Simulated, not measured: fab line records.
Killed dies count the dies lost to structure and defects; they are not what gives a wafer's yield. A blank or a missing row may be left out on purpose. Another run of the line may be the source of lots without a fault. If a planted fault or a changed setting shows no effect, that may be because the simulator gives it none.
Split-lot study :: flow n5Finfet :: 39 wafers read across 7 lots, on a route 1938 steps long

## THE SPLIT ITSELF
At N5_BEOL_M15_TRENCH_ETCH_34 (etches SiO2 in C4F8/O2/Ar, target depth 872.93 nm, time 199 s), the setting timeS was moved away from the recipe's 199 s on 12 of the 39 wafers read, by -24.0% to +47.4%. All remaining wafers had this setting at the recipe value.

## FROM THE SPLIT TO THE READING: what the file shows between them, 7 steps
- N5_BEOL_M15_STRIP_36: strips in O2
- N5_BEOL_M15_ECD_47: material Cu, target thk 1860 nm
- N5_BEOL_M15_ANNEAL_48: time 90 s
- N5_BEOL_M15_CMP_49: polishes, stops on SiO2, t overpolish 4.9 s, target thk 850 nm
- N5_BEOL_M15_THK_MEAS_50: measures by xrf
- N5_BEOL_M15_PRE_CLEAN_52: time 15 s
- N5_BEOL_M15_DEP_53: deposits SiCN from 3MS/NH3, target thk 50 nm, time 17.8 s

## THE READING
At N5_BEOL_M15_RS_MEAS_54, a four-point-probe measurement gives M15_RS in ohm/sq. Fault-free wafers of this fab line usually give 0.0218 ohm/sq, standard deviation 0.00056 ohm/sq.

wafer: L074.1
tool, chamber at the split: rieDiel-04, 2
timeS as run, s: 199
against the recipe: recipe
M15_RS, ohm/sq: 0.0217
against lot-mates on the recipe: -

wafer: L074.2
tool, chamber at the split: rieDiel-04, 0
timeS as run, s: 199
against the recipe: recipe
M15_RS, ohm/sq: 0.0220
against lot-mates on the recipe: -

wafer: L074.3
tool, chamber at the split: rieDiel-04, 1
timeS as run, s: 199
against the recipe: recipe
M15_RS, ohm/sq: 0.0220
against lot-mates on the recipe: -

wafer: L074.4
tool, chamber at the split: rieDiel-04, 3
timeS as run, s: 158.5
against the recipe: -20.4%
M15_RS, ohm/sq: 0.0273
against lot-mates on the recipe: +0.0054

wafer: L074.5
tool, chamber at the split: rieDiel-04, 3
timeS as run, s: 158.5
against the recipe: -20.4%
M15_RS, ohm/sq: 0.0275
against lot-mates on the recipe: +0.0056

wafer: L074.6
tool, chamber at the split: rieDiel-04, 2
timeS as run, s: 158.5
against the recipe: -20.4%
M15_RS, ohm/sq: 0.0275
against lot-mates on the recipe: +0.0056

wafer: L078.1
tool, chamber at the split: rieDiel-02, 1
timeS as run, s: 199
against the recipe: recipe
M15_RS, ohm/sq: 0.0210
against lot-mates on the recipe: -

wafer: L078.2
tool, chamber at the split: rieDiel-02, 3
timeS as run, s: 199
against the recipe: recipe
M15_RS, ohm/sq: 0.0229
against lot-mates on the recipe: -

wafer: L078.3
tool, chamber at the split: rieDiel-02, 2
timeS as run, s: 199
against the recipe: recipe
M15_RS, ohm/sq: 0.0210
against lot-mates on the recipe: -

wafer: L078.4
tool, chamber at the split: rieDiel-02, 0
timeS as run, s: 199
against the recipe: recipe
M15_RS, ohm/sq: 0.0210
against lot-mates on the recipe: -

wafer: L078.5
tool, chamber at the split: rieDiel-02, 2
timeS as run, s: 199
against the recipe: recipe
M15_RS, ohm/sq: 0.0212
against lot-mates on the recipe: -

wafer: L078.6
tool, chamber at the split: rieDiel-02, 1
timeS as run, s: 199
against the recipe: recipe
M15_RS, ohm/sq: 0.0209
against lot-mates on the recipe: -

wafer: L083.1
tool, chamber at the split: rieDiel-06, 2
timeS as run, s: 199
against the recipe: recipe
M15_RS, ohm/sq: 0.0215
against lot-mates on the recipe: -

wafer: L083.2
tool, chamber at the split: rieDiel-06, 1
timeS as run, s: 199
against the recipe: recipe
M15_RS, ohm/sq: 0.0217
against lot-mates on the recipe: -

wafer: L083.3
tool, chamber at the split: rieDiel-06, 3
timeS as run, s: 234.7
against the recipe: +17.9%
M15_RS, ohm/sq: 0.0183
against lot-mates on the recipe: -0.0032

wafer: L083.4
tool, chamber at the split: rieDiel-06, 0
timeS as run, s: 234.7
against the recipe: +17.9%
M15_RS, ohm/sq: 0.0183
against lot-mates on the recipe: -0.0032

wafer: L083.5
tool, chamber at the split: rieDiel-06, 1
timeS as run, s: 234.7
against the recipe: +17.9%
M15_RS, ohm/sq: 0.0181
against lot-mates on the recipe: -0.0034

wafer: L083.6
tool, chamber at the split: rieDiel-06, 2
timeS as run, s: 199
against the recipe: recipe
M15_RS, ohm/sq: 0.0212
against lot-mates on the recipe: -

wafer: L089.1
tool, chamber at the split: rieDiel-04, 3
timeS as run, s: 199
against the recipe: recipe
M15_RS, ohm/sq: 0.0216
against lot-mates on the recipe: -

wafer: L089.2
tool, chamber at the split: rieDiel-04, 0
timeS as run, s: 151.2
against the recipe: -24.0%
M15_RS, ohm/sq: 0.0302
against lot-mates on the recipe: +0.0078

wafer: L089.3
tool, chamber at the split: rieDiel-04, 1
timeS as run, s: 199
against the recipe: recipe
M15_RS, ohm/sq: 0.0230
against lot-mates on the recipe: -

wafer: L089.4
tool, chamber at the split: rieDiel-04, 1
timeS as run, s: 199
against the recipe: recipe
M15_RS, ohm/sq: 0.0225
against lot-mates on the recipe: -

wafer: L089.5
tool, chamber at the split: rieDiel-04, 3
timeS as run, s: 151.2
against the recipe: -24.0%
M15_RS, ohm/sq: 0.0290
against lot-mates on the recipe: +0.0066

wafer: L089.6
tool, chamber at the split: rieDiel-04, 0
timeS as run, s: 151.2
against the recipe: -24.0%
M15_RS, ohm/sq: 0.0300
against lot-mates on the recipe: +0.0076

wafer: L088.1
tool, chamber at the split: rieDiel-04, 0
timeS as run, s: 199
against the recipe: recipe
M15_RS, ohm/sq: 0.0227
against lot-mates on the recipe: -

wafer: L088.2
tool, chamber at the split: rieDiel-04, 1
timeS as run, s: 293.3
against the recipe: +47.4%
M15_RS, ohm/sq: 0.0152
against lot-mates on the recipe: -0.0069

wafer: L088.3
tool, chamber at the split: rieDiel-04, 3
timeS as run, s: 199
against the recipe: recipe
M15_RS, ohm/sq: 0.0218
against lot-mates on the recipe: -

wafer: L088.4
tool, chamber at the split: rieDiel-04, 1
timeS as run, s: 293.3
against the recipe: +47.4%
M15_RS, ohm/sq: 0.0152
against lot-mates on the recipe: -0.0069

wafer: L088.5
tool, chamber at the split: rieDiel-04, 3
timeS as run, s: 199
against the recipe: recipe
M15_RS, ohm/sq: 0.0218
against lot-mates on the recipe: -

wafer: L088.6
tool, chamber at the split: rieDiel-04, 0
timeS as run, s: 293.3
against the recipe: +47.4%
M15_RS, ohm/sq: 0.0152
against lot-mates on the recipe: -0.0069

wafer: L092.1
tool, chamber at the split: rieDiel-06, 1
timeS as run, s: 199
against the recipe: recipe
M15_RS, ohm/sq: 0.0213
against lot-mates on the recipe: -

wafer: L092.2
tool, chamber at the split: rieDiel-06, 3
timeS as run, s: 199
against the recipe: recipe
M15_RS, ohm/sq: 0.0217
against lot-mates on the recipe: -

wafer: L092.3
tool, chamber at the split: rieDiel-06, 2
timeS as run, s: 199
against the recipe: recipe
M15_RS, ohm/sq: 0.0214
against lot-mates on the recipe: -

wafer: L092.4
tool, chamber at the split: rieDiel-06, 0
timeS as run, s: 199
against the recipe: recipe
M15_RS, ohm/sq: 0.0218
against lot-mates on the recipe: -

wafer: L092.5
tool, chamber at the split: rieDiel-06, 2
timeS as run, s: 199
against the recipe: recipe
M15_RS, ohm/sq: 0.0213
against lot-mates on the recipe: -

wafer: L092.6
tool, chamber at the split: rieDiel-06, 3
timeS as run, s: 199
against the recipe: recipe
M15_RS, ohm/sq: 0.0218
against lot-mates on the recipe: -

wafer: L095.1
tool, chamber at the split: rieDiel-04, 3
timeS as run, s: 199
against the recipe: recipe
M15_RS, ohm/sq: 0.0216
against lot-mates on the recipe: -

wafer: L095.3
tool, chamber at the split: rieDiel-04, 0
timeS as run, s: 199
against the recipe: recipe
M15_RS, ohm/sq: 0.0224
against lot-mates on the recipe: -

wafer: L095.5
tool, chamber at the split: rieDiel-04, 0
timeS as run, s: 199
against the recipe: recipe
M15_RS, ohm/sq: 0.0225
against lot-mates on the recipe: -

FIT RESULTS
A straight line over all 39 wafers: M15_RS changes by -0.000195 ohm/sq for each +1% of timeS; r = -0.93; the points scatter about the line by 0.0013 ohm/sq.
The same after taking each lot's own level away (the mean of its wafers on the recipe; 39 wafers): -0.000193 ohm/sq for each +1%; r = -0.95; scatter 0.0011 ohm/sq.
According to that fit, moving timeS by its largest amount changes the reading by 0.0091 ohm/sq.
Across the lots, their own levels run from 0.02133 to 0.02237 ohm/sq, a range of 1.8 times the standard deviation given above.
The two slopes agree, so the slope changes little with the lot-to-lot level.
Check: for one of the wafers moved furthest among these (+47.4%), held out of the fit, the line's prediction against its lot-mates is -0.0091 ohm/sq. Against them it came out at -0.0069 ohm/sq.

## OTHER SPLITS ON THESE WAFERS
Other splits were also applied to these wafers ahead of the reading. Each is held against what the fit with the lots' levels taken away leaves over:
other split on the same wafers: N5_BEOL_M10_ILD_DEP_00 targetThkA
wafers away from the commonest value: 15
r with M15_RS (lot level and that fit taken away): +0.14

## THE WHOLE CHAIN: every reading that the file lists as answering this split, in the file's order
step: N5_BEOL_M15_TRENCH_ETCH_34
what it does: etches SiO2 in C4F8/O2/Ar, target depth 872.93 nm, time 199 s
reading: etch.depthNm (the simulator's own value, which no gauge read)
change (the file's fit): +7.96 nm for each +1% of the setting
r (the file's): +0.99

step: N5_BEOL_M15_TRENCH_ETCH_34
what it does: etches SiO2 in C4F8/O2/Ar, target depth 872.93 nm, time 199 s
reading: coat_of_BEOL_M15_COAT_22.thkNm (the simulator's own value, which no gauge read)
change (the file's fit): -1.57 nm for each +1% of the setting
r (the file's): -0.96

step: N5_BEOL_M15_CMP_49
what it does: polishes, stops on SiO2, t overpolish 4.9 s, target thk 850 nm
reading: Cu_of_BEOL_M15_ECD_47.thkNm (the simulator's own value, which no gauge read)
change (the file's fit): +7.96 nm for each +1% of the setting
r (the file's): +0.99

step: N5_BEOL_M15_THK_MEAS_50
what it does: measures by xrf
reading: M15_THK
change (the file's fit): +7.95 for each +1% of the setting
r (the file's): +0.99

step: N5_BEOL_M15_RS_MEAS_54
what it does: measures by four-point-probe
reading: M15_RS
change (the file's fit): -0.000189 for each +1% of the setting
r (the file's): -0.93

## FILE'S OWN FIT
M15_RS changes by -0.000189 ohm/sq for each +1% of timeS, r = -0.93.
